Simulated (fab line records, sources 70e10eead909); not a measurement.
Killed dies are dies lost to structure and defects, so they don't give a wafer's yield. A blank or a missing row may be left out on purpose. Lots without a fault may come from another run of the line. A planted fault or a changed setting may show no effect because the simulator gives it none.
Chamber matching | flow nand_harc | NHARC_A_CHANNEL_HOLE_D1_DESCUM_15 on rie_diel-06: 4 sister chambers
The step chemistry O2, time 3 s. 8 wafers are shown with their chamber, then 10 later ones without.

WAFERS WITH THEIR CHAMBER
wafer  | chamber | showerhead_plenum_p_Torr (Torr) | drypump_motor_current_A (A)
L088.1 | 2       | 1.87                            | 5.9
L088.3 | 3       | 1.81                            | 5.5
L088.6 | 1       | 1.87                            | 6.1
L087.2 | 0       | 1.90                            | 5.5
L087.3 | 1       | 1.87                            | 6.1
L087.5 | 3       | 1.80                            | 5.4
L089.2 | 0       | 1.89                            | 5.5
L089.3 | 2       | 1.87                            | 5.9

WAFERS WITHOUT THEIR CHAMBER
wafer  | showerhead_plenum_p_Torr (Torr) | drypump_motor_current_A (A)
L089.4 | 1.86                            | 6.1
L093.3 | 1.87                            | 6.0
L093.4 | 1.86                            | 6.1
L093.6 | 1.80                            | 5.4
L095.1 | 1.89                            | 5.5
L095.4 | 1.80                            | 5.5
L095.5 | 1.86                            | 6.1
L097.2 | 1.86                            | 6.1
L097.3 | 1.87                            | 5.9
L097.5 | 1.87                            | 5.9

WHICH CHAMBER EACH WENT THROUGH
wafer  | from the rows above     | in truth
L089.4 | 1                       | 1
L093.3 | can't be placed: 1 or 2 | 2
L093.4 | 1                       | 1
L093.6 | 3                       | 3
L095.1 | 0                       | 0
L095.4 | 3                       | 3
L095.5 | 1                       | 1
L097.2 | 1                       | 1
L097.3 | 2                       | 2
L097.5 | 2                       | 2
Placed correctly: 9 of 10. Can't be placed from these rows: 1 (the true chamber is among the candidates in 1). Placed wrongly: 0.
How it was worked out, from the rows above alone: a wafer's distance from a chamber is the root of the sum, over the readings, of the square of ((its reading less the chamber's mean) divided by the reading's scatter). The wafer belongs to the nearest chamber; if the next one is less than 2 further off, it can't be placed. A chamber's mean is the mean of its shown wafers. The scatter: the root of (the sum of the squares of (reading less its chamber's mean) over the shown wafers, divided by (wafers less chambers)).
